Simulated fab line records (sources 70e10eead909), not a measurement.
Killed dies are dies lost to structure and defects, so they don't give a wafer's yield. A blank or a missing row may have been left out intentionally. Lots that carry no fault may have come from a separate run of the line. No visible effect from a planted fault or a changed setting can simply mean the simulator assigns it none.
The tool behind it: which one? -- flow nand harc -- Sampling: 11 lots, 33 wafers, 6 of 1302 route steps

WHAT THE GAUGES SHOWED, per wafer
NHARC_P_CONTACT_OVL_MEAS_13.
lot,measured,on,overlay x nm (nm),overlay y nm (nm)
L818,day 6 07:31,overlay-01,-1.0 -0.6 -1.2,0.6 0.7 -0.1
L823,day 8 04:54,overlay-02,0.7 0.6 1.2,0.0 -0.3 0.2
L825,day 8 17:36,overlay-01,0.2 0.0 -0.4,-0.9 -0.6 -0.3
L827,day 9 15:53,overlay-02,-0.5 -0.2 -0.5,-1.2 -1.3 -1.0
L828,day 10 10:04,overlay-01,0.7 -0.2 0.4,0.0 0.5 -0.2
L829,day 10 16:52,overlay-01,-0.7 -0.1 -0.8,-0.7 -0.5 -0.4
L830,day 10 17:19,overlay-01,-0.3 0.2 0.2,-0.5 -0.2 0.2
L831,day 11 19:24,overlay-02,-0.3 0.4 -0.2,-0.1 0.3 -0.5
L836,day 13 23:17,overlay-01,2.1 2.3 2.4,-0.1 0.6 -0.3
L837,day 14 03:26,overlay-02,0.5 0.6 0.4,0.7 0.9 1.6
L839,day 14 22:08,overlay-01,1.2 1.1 1.3,-0.6 -0.4 -1.2

NHARC_P_M0_CD_MEAS_09: the cd target is 90 nm.
lot,measured,on,cd nm (nm)
L818,day 6 11:36,cd sem-03,91.1 90.2 90.8
L823,day 8 08:59,cd sem-03,91.0 90.3 91.6
L825,day 8 21:58,cd sem-01,91.7 90.9 91.6
L827,day 9 19:59,cd sem-01,92.2 91.8 90.8
L828,day 10 14:26,cd sem-02,89.8 90.7 89.8
L829,day 10 20:59,cd sem-03,89.9 90.3 90.7
L830,day 10 21:24,cd sem-01,89.2 88.4 88.7
L831,day 11 23:29,cd sem-02,91.5 90.4 90.3
L836,day 14 03:32,cd sem-01,99.9 99.7 100.3
L837,day 14 07:50,cd sem-02,101.3 100.6 100.0
L839,day 15 02:31,cd sem-03,91.2 90.6 90.6

NHARC_END_SORT_01.
lot,measured,on,defect limited yield (%),killed at array,killed at other,killed at periphery,killed dies,killed open,killed short,sort_bin_2_pct (%),sort_bin_3_pct (%),sort_bin_4_pct (%),sort n pass,sort rim yield pct (%),sort yield pct (%)
L827,day 28 05:59,prober-02,94.8 95.0,28 30,3 1,4 3,35 34,4 2,1 1,1.5 2.1,0.4 0.4,3.2 2.5,642 643,95 89,94.8 95.0

EACH LOT AND THE TOOL THAT RAN IT (in order: tool; ch and the chambers of the sampled wafers; start)
lot,NHARC_P_CONTACT_ETCH_35,NHARC_P_CONTACT_CVD_23,NHARC_P_M0_PEB_07
L818,"rie diel-07 ch 0,2,3, day 6 07:43","cvd w-01 ch 1, day 6 11:31 or earlier","litho track-04 ch 0, day 6 11:31"
L823,"rie diel-11 ch 0,3, day 8 05:05","cvd w-02 ch 0,1, day 8 08:54 or earlier","litho track-01 ch 0, day 8 08:54"
L825,"rie diel-07 ch 0,1,3, day 8 17:48","cvd w-02 ch 0,1, day 8 21:53 or earlier","litho track-04 ch 0, day 8 21:53"
L827,"rie diel-08 ch 0,3, day 9 16:04","cvd w-02 ch 0,1, day 9 19:54 or earlier","litho track-01 ch 0, day 9 19:54"
L828,"rie diel-11 ch 0,2, day 10 10:17","cvd w-01 ch 0,1, day 10 14:22 or earlier","litho track-06 ch 0, day 10 14:22"
L829,"rie diel-07 ch 1,2, day 10 17:02","cvd w-02 ch 0, day 10 20:54 or earlier","litho track-04 ch 0, day 10 20:54"
L830,"rie diel-08 ch 0,2, day 10 17:31","cvd w-01 ch 0,1, day 10 21:19 or earlier","litho track-06 ch 0, day 10 21:19"
L831,"rie diel-07 ch 0,1,3, day 11 19:35","cvd w-02 ch 0,1, day 11 23:24 or earlier","litho track-04 ch 0, day 11 23:24"
L836,"rie diel-07 ch 0,2,3, day 13 23:29","cvd w-02 ch 0,1, day 14 03:28 or earlier","litho track-06 ch 0, day 14 03:28"
L837,"rie diel-11 ch 0,2, day 14 03:38","cvd w-01 ch 0,1, day 14 07:45 or earlier","litho track-06 ch 0, day 14 07:45"
L839,"rie diel-11 ch 0,3, day 14 22:20","cvd w-01 ch 0,1, day 15 02:26 or earlier","litho track-04 ch 0, day 15 02:26"
- NHARC_P_CONTACT_ETCH_35: etches the open film in CF4, target depth 39 nm, time 65 s.
- NHARC_P_CONTACT_CVD_23: deposits W, target thk 200 nm, time 557 s.
- NHARC_P_M0_PEB_07: peb time 65 s.

WHAT THE TOOLS THEMSELVES READ (means of the sampled wafers that have a number; where no wafer has one, the mark that the record gives instead)
NHARC_P_CONTACT_ETCH_35.
lot,tool,bias w (W),drypump motor current A (A),oes product au (a.u.),rf vpp V (V),showerhead plenum p Torr (Torr),throttle valve pct (%)
L818,rie diel-07,100.0,5.94,1.004,151.5,1.81,13.271
L823,rie diel-11,100.1,5.69,0.997,152.6,1.89,13.285
L825,rie diel-07,99.8,6.01,1.002,151.4,1.81,13.282
L827,rie diel-08,100.5,5.64,1.026,152.0,1.80,13.296
L828,rie diel-11,100.1,5.71,0.993,150.6,1.74,13.277
L829,rie diel-07,99.9,5.76,0.995,150.4,1.71,13.282
L830,rie diel-08,100.5,5.82,0.989,151.7,1.77,13.277
L831,rie diel-07,100.1,6.02,1.007,151.6,1.81,13.285
L836,rie diel-07,99.6,5.93,1.007,151.8,1.81,13.277
L837,rie diel-11,100.0,5.56,0.998,151.5,1.81,13.284
L839,rie diel-11,99.7,5.67,0.998,153.4,1.89,13.281

NHARC_P_CONTACT_CVD_23.
lot,tool,chamber pressure Torr (Torr),heater power w (W),throttle valve pct (%)
L818,cvd w-01,39.86,383,8.53
L823,cvd w-02,40.00,522,8.02
L825,cvd w-02,40.01,509,8.10
L827,cvd w-02,39.92,519,8.18
L828,cvd w-01,39.80,460,7.97
L829,cvd w-02,39.91,522,7.85
L830,cvd w-01,39.95,429,8.13
L831,cvd w-02,40.01,510,8.17
L836,cvd w-02,40.01,515,7.85
L837,cvd w-01,39.94,467,8.14
L839,cvd w-01,40.00,432,8.02

NHARC_P_M0_PEB_07.
lot,tool,heater power total W (W),plate temp C (C)
L818,litho track-04,157.0,100.08
L823,litho track-01,156.3,99.97
L825,litho track-04,156.5,100.00
L827,litho track-01,156.6,99.88
L828,litho track-06,156.4,100.08
L829,litho track-04,156.8,100.05
L830,litho track-06,156.1,100.21
L831,litho track-04,156.2,99.85
L836,litho track-06,163.7,103.21
L837,litho track-06,163.4,103.19
L839,litho track-04,156.4,99.93

THE ANSWER, worked out from the rows above alone
Rule: usual is defined by the lots themselves. Put in order of their means at a reading, lots are off if they are a third of the lots or fewer, leave a main group of 4 or more, and stand apart from it by a gap of 3 or more times the standard deviation of the main group's means; of several such gaps the widest counts. A main group whose means are all the same, to the digits that the tables above print for the reading, isn't used. A lot without any number at a reading at which 4 lots or more have one is off too. All remaining lots with rows at the step are treated as sound. The gauges are gone through in route order, then the tools' own readings, and for those a lot's mean is taken as printed above. At the first step where some lot is off, the reading lying furthest off is the one used; lots without a number count as furthest.
Off: L836, L837, at NHARC_P_M0_CD_MEAS_09 (cd nm). Mean 90.6 nm and standard deviation 0.78 in the main group.
A tool fits if, at a process step before that reading, it ran every lot that is off, and no sound lot after the first of them. Not tried: the gauges at NHARC_P_M0_CD_MEAS_09; whatever is off there is also off at NHARC_P_M0_PEB_07, on other tools, and gauge error can't account for it. With no start given for some of its lots, NHARC_P_CONTACT_CVD_23 uses the hours and lot order of NHARC_P_M0_PEB_07. One fits: NHARC_P_M0_PEB_07 on litho track-06. A fault onset in the window from L830 (day 10 21:19, its last sound lot) to L836 (day 14 03:28, its first lot off) fits.
The tool's own readings at NHARC_P_M0_PEB_07 bear it out: on the lots that are off they differ by more than 5 times the standard deviation of the sound lots' means. heater power total W reads 163.6 W there against 156.5 W on the sound lots; plate temp C reads 103.20 C there against 100.01 C on the sound lots.

WHAT HAD BEEN PUT IN BY THE SIMULATOR
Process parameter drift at NHARC_P_M0_PEB_07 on litho track-06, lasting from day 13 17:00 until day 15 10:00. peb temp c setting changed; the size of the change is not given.
Struck lots among those shown: L836, L837. Same finding as the rule above.
